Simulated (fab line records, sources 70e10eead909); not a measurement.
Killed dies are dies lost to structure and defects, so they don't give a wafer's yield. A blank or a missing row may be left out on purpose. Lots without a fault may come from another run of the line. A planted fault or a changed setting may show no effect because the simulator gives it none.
A struck lot beside a sound one | flow nand_harc | 15 steps out of a route of 1302
Sound: wafers L403.4, L403.5, L403.6. Struck: wafers L409.2, L409.5, L409.6. The cause comes at the end.
At each step with rows: each side's tool, then ch and its chambers, then its first start. Under that, the readings that differ: sound wafers | struck wafers | difference of the means | sigmas: that difference in standard deviations of wafers without a fault.
alike: readings whose means differ by less than 2 such deviations, and words and numbers that are the same on both sides. not compared: withheld readings, readings that some wafer has no value for, bounds like >300 that may hide the same value, and numbers for which the record gives no deviation and whose values overlap.
The two part at a step that has a row with sigmas, a row that says differs or no value, or rows on one side only. Numbers that don't overlap but have no deviation are shown without sigmas and don't part them. A reading that every wafer of one side lacks parts them only if that side has two wafers or more.

NHARC_A_CONTACT_ETCH_76: etches the open film in N2/H2, target depth 260 nm, time 475.3 s.
  sound on rie_diel-06 ch 0,1,3; struck on rie_diel-08 ch 2,3
  alike: bias_w, chamber_pressure_mTorr, drypump_motor_current_A, mfc_ar_sccm, oes_product_au, rf_vpp_V, showerhead_plenum_p_Torr, throttle_valve_pct
  not compared: rf_hours_counter_h
NHARC_A_CONTACT_ETCH_77: etches the open film in CF4/CHF3, target depth 108.9 nm, time 54.5 s.
  sound on rie_diel-06 ch 0,1; struck on rie_diel-08 ch 2,3
  alike: bias_w, cf4_flow_sccm, drypump_motor_current_A, mfc_ar_sccm, oes_product_au, rf_vpp_V, showerhead_plenum_p_Torr, throttle_valve_pct
  not compared: rf_hours_counter_h
then, 7 steps without rows for these wafers: NHARC_A_CONTACT_ETCH_78 (etches the open film in O2/COS, target depth 5300 nm, time 1378 s); NHARC_A_CONTACT_ETCH_124 (etches the open film in C4F8/O2/Ar, time 140 s, target depth 700 nm); NHARC_A_CONTACT_ETCH_125 (etches the open film in C4F8/O2/Ar, time 197 s, target depth 1918 nm); NHARC_A_CONTACT_ETCH_126 (etches the open film in C4F8/O2/Ar, time 197 s, target depth 1918 nm); NHARC_A_CONTACT_ETCH_127 (etches the open film in C4F8/O2/Ar, time 197 s, target depth 1918 nm); NHARC_A_CONTACT_ETCH_128 (etches the open film in C4F8/O2/Ar, time 197 s, target depth 1918 nm); NHARC_A_CONTACT_ETCH_129 (etches the open film in C4F8/O2/Ar, time 197 s, target depth 1918 nm).
NHARC_A_CONTACT_ETCH_130: etches the open film in C4F8/O2/Ar, time 197 s, target depth 1918 nm.
  sound on har_cap_etch-01 ch 0,1, day 23 22:09; struck on har_cap_etch-02 ch 0,1, day 26 20:22
  alike: chamber_pressure_mTorr, oes_air_line_au
  not compared: rf_hours_counter_h
NHARC_A_CONTACT_ETCH_131: etches the open film in C4F8/O2/Ar, time 197 s, target depth 1918 nm.
  sound on har_cap_etch-01 ch 0,1, day 23 22:20; struck on har_cap_etch-02 ch 0,1, day 26 20:32
  reading                        | sound                | struck               | difference | sigmas
  chamber_pressure_mTorr (mTorr) | 20.000 20.035 20.009 | 19.983 19.975 19.968 | -0.039     | -2
  alike: oes_air_line_au
  not compared: rf_hours_counter_h
NHARC_A_CONTACT_ETCH_132: etches the open film in C4F8/O2/Ar, time 197 s, target depth 1924 nm.
  sound on har_cap_etch-01 ch 0,1, day 23 22:30; struck on har_cap_etch-02 ch 0,1, day 26 20:43
  alike: chamber_pressure_mTorr, oes_air_line_au
  not compared: rf_hours_counter_h
NHARC_A_CONTACT_ETCH_133: etches the open film in C4F8/O2/Ar, time 374 s, target depth 1610 nm.
  sound on har_cap_etch-01 ch 0,1, day 23 22:48; struck on har_cap_etch-02 ch 0,1, day 26 20:56
  no value came back on the struck wafers for chamber_pressure_mTorr (mTorr), oes_air_line_au (a.u.); on the sound wafers chamber_pressure_mTorr (mTorr) reads 20.002 19.988 19.992
  not compared: rf_hours_counter_h
then, 1 step without rows for these wafers: NHARC_A_CONTACT_ETCH_91 (etches the open film in CH3F/O2, target depth 40 nm, time 85.7 s).
-- the record jumps here: 2 days lie between the struck wafers' starts before and after (it left off in module A_CONTACT and takes up again in module END, whose first step shown is number 1302 of the route) --
NHARC_END_SORT_01:
  sound on prober-02 ch 0, day 26 16:16; struck on prober-02 ch 0, day 29 04:32
  reading         | sound    | struck      | difference | sigmas
  killed_at_array | 44 56 45 | 671 670 673 | +623       | +37
  killed_dies     | 47 59 48 | 677 677 677 | +626       | +37
  alike: killed_at_other, killed_at_periphery, killed_open, killed_short

WHERE THEY PART
First at NHARC_A_CONTACT_ETCH_131; last, within this record, at NHARC_END_SORT_01.

WHY: what the simulator had put in
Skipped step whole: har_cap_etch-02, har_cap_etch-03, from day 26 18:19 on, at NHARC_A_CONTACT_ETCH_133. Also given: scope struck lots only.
